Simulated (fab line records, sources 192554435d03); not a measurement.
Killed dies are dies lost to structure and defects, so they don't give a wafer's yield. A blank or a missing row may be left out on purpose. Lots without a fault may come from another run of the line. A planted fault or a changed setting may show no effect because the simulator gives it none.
Chamber matching | flow n5_finfet | N5_ZERO_LAYER_DESCUM_16 on rie_diel-01: 4 sister chambers
The step chemistry O2, time 7.9 s. 4 wafers are shown with their chamber, then 7 later ones without.

WAFERS WITH THEIR CHAMBER
wafer  | chamber | drypump_motor_current_A (A)
L077.3 | 1       | 6.0
L087.1 | 2       | 5.5
L087.6 | 3       | 6.4
L088.5 | 0       | 5.7

WAFERS WITHOUT THEIR CHAMBER
wafer  | drypump_motor_current_A (A)
L088.6 | 6.0
L095.1 | 6.5
L095.4 | 5.5
L095.5 | 6.0
L096.3 | 6.0
L096.5 | 6.0
L096.6 | 5.5

WHICH CHAMBER EACH WENT THROUGH
wafer  | from the rows above | in truth
L088.6 | 1                   | 1
L095.1 | 3                   | 3
L095.4 | 2                   | 2
L095.5 | 1                   | 1
L096.3 | 1                   | 1
L096.5 | 1                   | 1
L096.6 | 2                   | 2
Placed correctly: 7 of 7. Can't be placed from these rows: 0. Placed wrongly: 0.
How it was worked out, from the rows above alone: a wafer's distance from a chamber is the root of the sum, over the readings, of the square of ((its reading less the chamber's mean) divided by the reading's scatter). The wafer belongs to the nearest chamber; if the next one is less than 2 further off, it can't be placed. A chamber's mean is the mean of its shown wafers. The scatter: with one shown wafer a chamber, the root of the mean of the squares of how far each hidden wafer lies from its nearest shown one.
